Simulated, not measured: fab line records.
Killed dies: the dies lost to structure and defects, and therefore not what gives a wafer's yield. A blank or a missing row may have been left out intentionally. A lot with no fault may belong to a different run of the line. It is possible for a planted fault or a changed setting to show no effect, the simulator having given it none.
A lot that was struck, set against a sound lot :: flow n5 finfet :: 16 steps out of a route of 1938
Sound: the wafers L188.2, L188.4, L188.5. The struck wafers were L181.4, L181.5, L181.6. The cause comes at the end.
At each step with rows: each side's tool, then ch and its chambers, then its first start. Under that, the readings that differ: sound wafers :: struck wafers :: difference of the means :: sigmas: that difference in standard deviations of wafers without a fault.
alike: same words and numbers on both sides, and readings whose means sit less than 2 such deviations apart. not compared: any withheld reading, any reading some wafer has no value for, any bound like >300 that may hide the same value, and any number with overlapping values for which the record gives no deviation.
The two part at a step that has a row with sigmas, a row that says differs or no value, or rows on one side only. Non-overlapping numbers with no deviation appear without sigmas and do not part them. A reading missing from all wafers of one side parts the sides only when that side holds two or more wafers.

first, 4 steps without rows for these wafers: N5_BEOL_M4_HM_STRIP_39 (strips TiN in peroxide tin strip, target depth 25 nm, time 158 s); N5_BEOL_M4_SRD_40 (time 30 s); N5_BEOL_M4_PRECLEAN_42 (cleans in residue remover, time 60 s); N5_BEOL_M4_SRD_43 (time 30 s).
N5_BEOL_M4_CD_MEAS_35: target cd 18 nm, target cd y 22.4 nm.
  sound on cd sem-02 at day 14 16:21; struck on cd sem-02 at day 11 17:05
  alike: cd nm
N5_BEOL_M4_DEGAS_44: time 60 s.
  sound on pvd sputter-02 at day 14 16:44; struck on pvd sputter-02 at day 11 17:37
  alike: heater power w
N5_BEOL_M4_PRE_CLEAN_45: time 30 s.
  sound on pvd sputter-02 at day 14 16:46; struck on pvd sputter-02 at day 11 17:40
  alike: heater power w
N5_BEOL_M4_ALD_84: deposits TaN, pulse time 2 s, purge time 3 s, co reactant purge time 2 s.
  sound on ald metal-02 ch 0,1,2, day 14 16:50; struck on ald metal-01 ch 0,1,2, day 11 17:43
  alike: heater power w, mfc carrier sccm
then, 3 steps without rows for these wafers: N5_BEOL_M4_SURFACE_TREAT_85; N5_BEOL_M4_CVD_47 (deposits Co from CCTBA/H2, target thk 3 nm, time 223.8 s); N5_BEOL_M4_SPUTTER_48 (material Cu, target thk 4.5 nm, time 8.29 s).
N5_BEOL_M4_ANNEAL_49: time 240 s.
  sound on pvd sputter-02 at day 14 17:32; struck on pvd sputter-02 at day 11 18:18
  alike: heater power w
N5_BEOL_M4_SPUTTER_79: material Cu, target thk 4.5 nm, time 8.29 s.
  sound on pvd sputter-02 at day 14 17:41; struck on pvd sputter-02 at day 11 18:26
reading: chamber pressure pa (Pa)
sound: 0.07001 0.06998 0.06996
struck: 0.0816 0.0821 0.08195
difference: +0.0119
sigmas: +79
  alike: chuck gas flow sccm, throttle valve pct
N5_BEOL_M4_ANNEAL_80: time 240 s.
  sound on pvd sputter-02 at day 14 17:46; struck on pvd sputter-02 at day 11 18:31
  alike: heater power w
N5_BEOL_M4_RC_MEAS_101:
  sound on prober-01 ch 0, day 14 20:31; struck on prober-02 ch 0, day 11 21:34
reading: ION_P (uA/um)
sound: 468 469 464
struck: 453 446 451
difference: -17
sigmas: -2
  alike: DIBL_N, DIBL_P, IOFF_N, IOFF_P, ION_N, SS_N, SS_P, VT_N, VT_P
-- the record jumps here: 5 days lie between the struck wafers' starts before and after (it left off in module BEOL_M4 and takes up again in module PASSIVATION, whose first step shown is number 1936 of the route) --
N5_PASSIVATION_PROBE_49:
  sound on prober-01 at day 19 18:04; struck on prober-02 at day 16 09:50
  alike: defect limited yield, killed_at_M0_to_M3, killed_at_M4_up, killed at contacts, killed at front end, killed at other, killed dies, killed open, killed short, sort_bin_5_function, sort_bin_6_memory, sort n pass, sort yield pct

## WHERE THEY PART
First at N5_BEOL_M4_SPUTTER_79; last, within this record, at N5_BEOL_M4_RC_MEAS_101. Later steps at which nothing parts them and some readings are alike: N5_PASSIVATION_PROBE_49.

WHY: whatever the simulator had introduced
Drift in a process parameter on pvd sputter-02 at N5_BEOL_M4_SPUTTER_79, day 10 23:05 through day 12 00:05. From 0.07, the setting chamber pressure pa moved by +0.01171. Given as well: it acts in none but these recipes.
